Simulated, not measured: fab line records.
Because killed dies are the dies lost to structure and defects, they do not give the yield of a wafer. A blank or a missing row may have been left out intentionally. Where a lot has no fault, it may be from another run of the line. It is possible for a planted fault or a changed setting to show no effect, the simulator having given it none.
Comparing a struck lot with a sound one / flow n5Finfet / 16 steps out of a route of 1938
Sound: wafers L826.1, L826.5, L826.6. Struck: wafers L836.3, L836.5, L836.6. The cause comes at the end.
Per side, at each step with rows, come the tool, then ch with its chambers, and then its first start. Under that, the readings that differ: sound wafers / struck wafers / difference of the means / sigmas: that difference in standard deviations of wafers without a fault.
alike: a reading whose means differ by less than 2 such deviations, as well as words and numbers matching on both sides. not compared: withheld readings; readings where some wafer has no value; bounds like >300 that might hide an equal value; numbers whose values overlap and for which the record gives no deviation.
Wherever a step has rows on one side only, a row that says differs or no value, or a row with sigmas, the two part there. Numbers that have no deviation but don't overlap get no sigmas and don't part them. A reading that every wafer of one side lacks parts them only if that side has two wafers or more.

first, 1 step without rows for these wafers: N5_HKMG_FIN_ETCH_86 (etches SOC in N2/H2, stops on TiN, target depth 393.2 nm).
N5_HKMG_FIN_STRIP_89: strips SOC in N2/H2, time 20 s.
  sound on rieDiel-04 ch 0,1, day 4 22:26; struck on rieDiel-05 ch 1,2, day 7 18:57
  alike: drypumpMotorCurrentA, oesProductAu, rfVppV, showerheadPlenumPTorr, throttleValvePct
  not compared: rfHoursCounterH
then, 1 step without rows for these wafers: N5_HKMG_FIN_WET_ETCH_87 (etches TiN in SC1, time 154.2 s, target depth 4.7 nm, rinse time 30 s).
N5_HKMG_FIN_STRIP_88: strips in N2/H2, time 360 s.
  sound on plasmaAsher-01 ch 0,1, day 4 22:37; struck on plasmaAsher-01 ch 0,1, day 7 19:16
  alike: drypumpMotorCurrentA, heaterPowerW
  not compared: rfHoursCounterH
N5_HKMG_FIN_NWFM_ALD_20: deposits TiAlC, target thk 2 nm, pulse time 3 s, purge time 2 s.
  sound on aldMetal-03 ch 2,3, day 4 23:01; struck on aldMetal-03 ch 0,1,2, day 7 19:31
  alike: chamberPressureTorr, heaterPowerW, precursorPulseHeightRel
then, 3 steps without rows for these wafers: N5_HKMG_FIN_ALD_71 (deposits TiN, target thk 1 nm, pulse time 1 s, purge time 3 s); N5_HKMG_FIN_COAT_66 (time 60 s, resist thk 300 nm); N5_HKMG_FIN_ETCH_67 (etches SOC in N2/H2, stops on TiN, target depth 388.9 nm).
N5_HKMG_FIN_STRIP_90: strips SOC in N2/H2, time 20 s.
  sound on rieDiel-01 ch 0,1,2, day 4 23:31; struck on rieDiel-05 ch 0,1,2, day 7 20:04
  alike: drypumpMotorCurrentA, oesProductAu, rfVppV, showerheadPlenumPTorr, throttleValvePct
  not compared: rfHoursCounterH
then, 2 steps without rows for these wafers: N5_HKMG_FIN_WET_ETCH_73 (etches the open film in SC1, time 42.3 s, target depth 1.3 nm, rinse time 30 s); N5_HKMG_FIN_ETCHBACK_68 (etches the open film in Cl2/Ar, stops on HfO2, target depth 0.5 nm).
N5_HKMG_FIN_STRIP_69: strips in N2/H2, time 360 s.
  sound on plasmaAsher-01 ch 0,1, day 4 23:48; struck on plasmaAsher-01 ch 0,1, day 7 20:29
  alike: drypumpMotorCurrentA, heaterPowerW
  not compared: rfHoursCounterH
N5_HKMG_FIN_ALD_21: deposits TiN, target thk 1.5 nm, pulse time 1 s, purge time 3 s.
  sound on aldMetal-04 ch 0,3, day 5 00:11; struck on aldMetal-03 ch 0,3, day 7 20:45
  no value came back on the struck wafers for aldCycles, chamberPressureTorr (Torr), heaterPowerW (W), precursorPulseHeightRel; on the sound wafers aldCycles reads 68 68 68
then, 1 step without rows for these wafers: N5_HKMG_FIN_ALD_72 (deposits W, target thk 2 nm, pulse time 1 s, purge time 2 s).
N5_BEOL_M4_RC_MEAS_101:
  the record has rows for the sound wafers here (prober-02 ch 0, day 8 23:52) and none for the struck ones
-- a jump in the record: the struck wafers' starts before and after are 8 days apart (it breaks off in module BEOL_M4 and resumes in module PASSIVATION, where the first step shown is number 1936 of the route) --
N5_PASSIVATION_PROBE_49:
  rows exist in the record for the struck wafers here (prober-02, day 16 07:59), but not for the sound ones

== WHERE THEY PART ==
First at N5_HKMG_FIN_ALD_21; last, within this record, at N5_PASSIVATION_PROBE_49.

WHY: what had been put in by the simulator
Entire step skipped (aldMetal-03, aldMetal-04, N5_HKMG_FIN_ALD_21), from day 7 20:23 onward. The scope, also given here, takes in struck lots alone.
